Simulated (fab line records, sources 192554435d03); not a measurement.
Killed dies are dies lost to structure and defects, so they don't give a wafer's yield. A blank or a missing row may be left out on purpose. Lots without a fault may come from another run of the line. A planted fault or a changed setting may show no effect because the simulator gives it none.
Split-lot experiment | flow n5_finfet | 7 lots, 39 wafers read, on a route of 1938 steps

THE SPLIT
At N5_WELL_APT_EXPOSE_22 (exposes mask PWELL, defocus 0 nm, target cd 200 nm), the setting dose_mj was moved away from the recipe's 23.2 on 9 of the 39 wafers read, by -6.9% to +6.1%. The other wafers ran this setting at the recipe's value.

FROM THE SPLIT TO THE READING: what the file shows between them, 3 steps
- N5_WELL_APT_PEB_23: peb time 90 s
- N5_WELL_APT_DEVELOP_24: develop time 45 s
- N5_WELL_APT_HARDBAKE_29: time 120 s

THE READING
cd_nm, in nm, at N5_WELL_APT_CD_MEAS_25 (target cd 200 nm). Fault-free wafers of this fab line usually give 200.5 nm, standard deviation 2.3 nm.

wafer  | tool, chamber at the split | dose_mj as run | against the recipe | cd_nm, nm | against lot-mates on the recipe
L075.1 | krf_scanner-01, 0          | 21.94          | -5.4%              | 188.1     | -13.4
L075.2 | krf_scanner-01, 0          | 21.94          | -5.4%              | 192.0     | -9.5
L075.3 | krf_scanner-01, 0          | 23.2           | recipe             | 198.5     | -
L075.4 | krf_scanner-01, 0          | 21.94          | -5.4%              | 189.1     | -12.4
L075.5 | krf_scanner-01, 0          | 23.2           | recipe             | 203.0     | -
L075.6 | krf_scanner-01, 0          | 23.2           | recipe             | 203.0     | -
L083.1 | krf_scanner-02, 0          | 24.61          | +6.1%              | 210.5     | +12.6
L083.2 | krf_scanner-02, 0          | 23.2           | recipe             | 197.3     | -
L083.3 | krf_scanner-02, 0          | 23.2           | recipe             | 197.6     | -
L083.4 | krf_scanner-02, 0          | 24.61          | +6.1%              | 208.0     | +10.1
L083.5 | krf_scanner-02, 0          | 24.61          | +6.1%              | 211.8     | +13.9
L083.6 | krf_scanner-02, 0          | 23.2           | recipe             | 198.8     | -
L084.1 | krf_scanner-02, 0          | 23.2           | recipe             | 200.1     | -
L084.2 | krf_scanner-02, 0          | 21.6           | -6.9%              | 185.9     | -14.8
L084.3 | krf_scanner-02, 0          | 21.6           | -6.9%              | 188.7     | -12.0
L084.4 | krf_scanner-02, 0          | 23.2           | recipe             | 198.3     | -
L084.5 | krf_scanner-02, 0          | 21.6           | -6.9%              | 186.3     | -14.4
L084.6 | krf_scanner-02, 0          | 23.2           | recipe             | 203.7     | -
L085.1 | krf_scanner-01, 0          | 23.2           | recipe             | 199.6     | -
L085.3 | krf_scanner-01, 0          | 23.2           | recipe             | 201.6     | -
L085.4 | krf_scanner-01, 0          | 23.2           | recipe             | 203.9     | -
L086.1 | krf_scanner-02, 0          | 23.2           | recipe             | 200.8     | -
L086.2 | krf_scanner-02, 0          | 23.2           | recipe             | 195.5     | -
L086.3 | krf_scanner-02, 0          | 23.2           | recipe             | 201.0     | -
L086.4 | krf_scanner-02, 0          | 23.2           | recipe             | 205.1     | -
L086.5 | krf_scanner-02, 0          | 23.2           | recipe             | 197.5     | -
L086.6 | krf_scanner-02, 0          | 23.2           | recipe             | 199.7     | -
L088.1 | krf_scanner-02, 0          | 23.2           | recipe             | 199.2     | -
L088.2 | krf_scanner-02, 0          | 23.2           | recipe             | 203.2     | -
L088.3 | krf_scanner-02, 0          | 23.2           | recipe             | 203.8     | -
L088.4 | krf_scanner-02, 0          | 23.2           | recipe             | 200.8     | -
L088.5 | krf_scanner-02, 0          | 23.2           | recipe             | 200.0     | -
L088.6 | krf_scanner-02, 0          | 23.2           | recipe             | 199.8     | -
L094.1 | krf_scanner-01, 0          | 23.2           | recipe             | 202.6     | -
L094.2 | krf_scanner-01, 0          | 23.2           | recipe             | 202.1     | -
L094.3 | krf_scanner-01, 0          | 23.2           | recipe             | 196.3     | -
L094.4 | krf_scanner-01, 0          | 23.2           | recipe             | 200.0     | -
L094.5 | krf_scanner-01, 0          | 23.2           | recipe             | 204.9     | -
L094.6 | krf_scanner-01, 0          | 23.2           | recipe             | 198.2     | -

THE FIT
A straight line over all 39 wafers: cd_nm changes by +1.83 nm for each +1% of dose_mj; r = +0.91; the points scatter about the line by 2.5 nm.
The same after taking each lot's own level away (the mean of its wafers on the recipe; 39 wafers): +2.04 nm for each +1%; r = +0.94; scatter 2.2 nm.
On that fit, the largest move of dose_mj shifts the reading by 14 nm.
The lots' own levels span 197.90 to 201.70 nm, that is 1.7 times the standard deviation above.
So the lot-to-lot level changes the slope: the two fits differ.
Check: with one of the wafers moved furthest among these (-6.9%) left out of the fit, the line predicts -14 nm for it against its lot-mates. It came out at -14.8 nm against them.

THE WHOLE CHAIN: every reading that the file lists as answering this split, in the file's order
step                   | what it does             | reading                                                         | change (the file's fit)              | r (the file's)
N5_WELL_APT_CD_MEAS_25 | target cd 200 nm         | cd_nm                                                           | +2.04 nm for each +1% of the setting | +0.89
N5_WELL_APT_DESCUM_30  | chemistry O2, time 7.9 s | WELL_APT.cd_nm (the simulator's own value, which no gauge read) | +2.04 nm for each +1% of the setting | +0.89

THE FILE'S OWN FIT
cd_nm changes by +2.04 nm for each +1% of dose_mj, r = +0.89.
